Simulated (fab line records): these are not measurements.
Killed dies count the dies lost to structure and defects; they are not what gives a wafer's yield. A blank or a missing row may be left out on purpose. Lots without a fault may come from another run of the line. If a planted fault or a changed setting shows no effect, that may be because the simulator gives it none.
A struck lot beside a sound one | flow nandHarc | 13 steps out of a route of 1159
Sound: the wafers L272.1, L272.2, L272.4. Struck: wafer L268.1; the same lot's L268.3 was not struck, so it is left out; see the end for the cause.
For every step that has rows: the tool of each side, followed by ch and its chambers, followed by its first start. Under that, the readings that differ: sound wafers | struck wafers | difference of the means | sigmas: that difference in standard deviations of wafers without a fault.
alike: words and numbers the same on both sides, and readings whose means are apart by under 2 such deviations; not compared: readings that were withheld, readings missing a value for some wafer, numbers with overlapping values and no deviation given by the record, and bounds like >300 which may hide the same value.
The two part at a step that has a row with sigmas, a row that says differs or no value, or rows on one side only. When numbers do not overlap yet have no deviation, they are printed without sigmas and do not part them. A reading that every wafer of one side lacks parts them only if that side has two wafers or more.

NHARC_A_SLIT_ETCH_29: etches the open film in CF4/O2, target depth 100 nm, overetch 10 nm, time 55 s.
  sound on rieDiel-07 ch 0,2,3, day 18 17:33; struck on rieDiel-07 ch 1, day 17 16:23
reading             | sound | struck | difference | sigmas
rfHoursCounterH (h) | 1 1 1 | 10     | +9         | 
  alike: cf4FlowSccm, drypumpMotorCurrentA, oesProductAu, rfVppV, showerheadPlenumPTorr, throttleValvePct
NHARC_A_SLIT_STRIP_18: strips in O2.
  sound on rieDiel-07 ch 0,2,3; struck on rieDiel-07 ch 3
reading             | sound          | struck | difference | sigmas
rfHoursCounterH (h) | 1 1 1          | 10     | +9         | 
rfVppV (V)          | 58.7 59.0 58.6 | 56.7   | -2.1       | -2
  alike: drypumpMotorCurrentA, oesProductAu, showerheadPlenumPTorr, throttleValvePct
then, 2 steps without rows for these wafers: NHARC_A_SLIT_PRECLEAN_19 (cleans in SC1); NHARC_A_SLIT_SRD_20.
NHARC_A_SLIT_CD_MEAS_21:
  sound on cdSem-02 at day 18 18:05; struck on cdSem-01 at day 17 16:56
reading   | sound             | struck | difference | sigmas
cdNm (nm) | 288.6 287.9 288.3 | 290.5  | +2.2       | +3
then, 3 steps without rows for these wafers: NHARC_A_SIN_REMOVE_WET_00 (chemistry H3PO4, time 15300 s); NHARC_A_SIN_REMOVE_PRECLEAN_01 (cleans in SC1); NHARC_A_SIN_REMOVE_SRD_02.
NHARC_A_SIN_REMOVE_INSPECT_04:
  sound on defectInspect-02 at day 19 01:03; struck on defectInspect-02 at day 18 00:39
reading        | sound       | struck | difference | sigmas
rawDefectCount | 193 221 316 | 453    | +210       | +3
NHARC_A_WL_FILL_ALD_00: deposits Al2O3, target thk 3 nm, pulse time 3 s, ald cycles 30.
  sound on aldHk-04 ch 1,2,3, day 19 01:07; struck on aldHk-02 ch 0, day 18 00:43
reading            | sound    | struck | difference | sigmas
sinceWetCleanH (h) | 59 59 59 | 119    | +60        | 
  alike: heaterPowerW, precursorPulseHeightRel
  not compared: aldCycles
NHARC_A_WL_FILL_RTA_01: time 5 s.
  sound on rtpAnneal-01 ch 0, day 19 01:32; struck on rtpAnneal-01 ch 0, day 18 00:59
  alike: lampPowerPct, lamp_zone_6_pct, lamp_zone_7_pct, wafer_temp_C_max
NHARC_A_WL_FILL_ALD_02: deposits TiN, target thk 2 nm, pulse time 3 s, ald cycles 100.
  sound on aldMetal-04 ch 0,1,2, day 19 01:45; struck on aldMetal-03 ch 3, day 18 01:14
reading            | sound       | struck | difference | sigmas
aldCycles          | 100 100 100 | 52     | -48        | 
sinceWetCleanH (h) | 18 18 18    | 77     | +59        | 
  alike: heaterPowerW, precursorPulseHeightRel
-- record jumps: 5 days between struck wafers' starts before vs after; left off in module A_WL_FILL, resumes in module END, first step shown is number 1159 of the route --
NHARC_END_SORT_01:
  sound on prober-02 ch 0, day 23 20:01; struck on prober-01 ch 0, day 22 14:46
reading       | sound    | struck | difference | sigmas
killedAtArray | 29 28 26 | 670    | +642       | +68
killedDies    | 35 33 34 | 677    | +643       | +71
killedShort   | 3 2 3    | 6      | +3         | +2
  alike: killedAtOther, killedAtPeriphery, killedOpen

## WHERE THEY PART
Earliest at NHARC_A_SLIT_STRIP_18; latest, in this record, at NHARC_END_SORT_01.

WHY: the cause the simulator had injected
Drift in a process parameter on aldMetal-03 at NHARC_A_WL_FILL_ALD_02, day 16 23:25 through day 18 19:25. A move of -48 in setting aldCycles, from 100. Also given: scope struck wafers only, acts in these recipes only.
